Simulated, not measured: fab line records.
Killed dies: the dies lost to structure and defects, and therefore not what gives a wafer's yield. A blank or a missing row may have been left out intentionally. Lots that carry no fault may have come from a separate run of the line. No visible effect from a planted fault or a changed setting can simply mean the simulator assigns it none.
Matching of chambers ; flow n5Finfet ; pecvd-02 running N5_GATE_CUT_PECVD_57: 3 sister chambers
The step deposits SiNx from SiH4/NH3/N2, target thk 21 nm. 3 wafers are shown with their chamber, then 11 later ones without.

## WAFERS, EACH WITH ITS CHAMBER
wafer;chamber;throttleValvePct (%)
L086.5;0;36.5
L089.6;2;38.9
L090.1;1;37.8

## WAFERS MISSING THEIR CHAMBER
wafer;throttleValvePct (%)
L090.2;39.0
L090.3;36.7
L091.1;37.7
L091.3;39.4
L091.6;36.8
L095.1;37.7
L095.2;36.4
L095.5;36.5
L097.1;36.6
L097.3;36.8
L097.5;37.7

## THE CHAMBER EACH PASSED THROUGH
wafer;from the rows above;in truth
L090.2;2;2
L090.3;0;0
L091.1;1;1
L091.3;2;2
L091.6;0;0
L095.1;1;1
L095.2;0;0
L095.5;0;0
L097.1;0;0
L097.3;0;0
L097.5;1;1
Correct placement for 11 of the 11. Number that these rows cannot place: 0. Number placed wrongly: 0.
How it was worked out, from the rows above alone: a wafer's distance from a chamber is the root of the sum, over the readings, of the square of ((its reading less the chamber's mean) divided by the reading's scatter). The wafer belongs to the nearest chamber; if the next one is less than 2 further off, it can't be placed. The mean given for a chamber averages the wafers shown for that chamber. The scatter: root of mean squared gap, hidden wafer to nearest shown wafer, with one shown wafer a chamber.
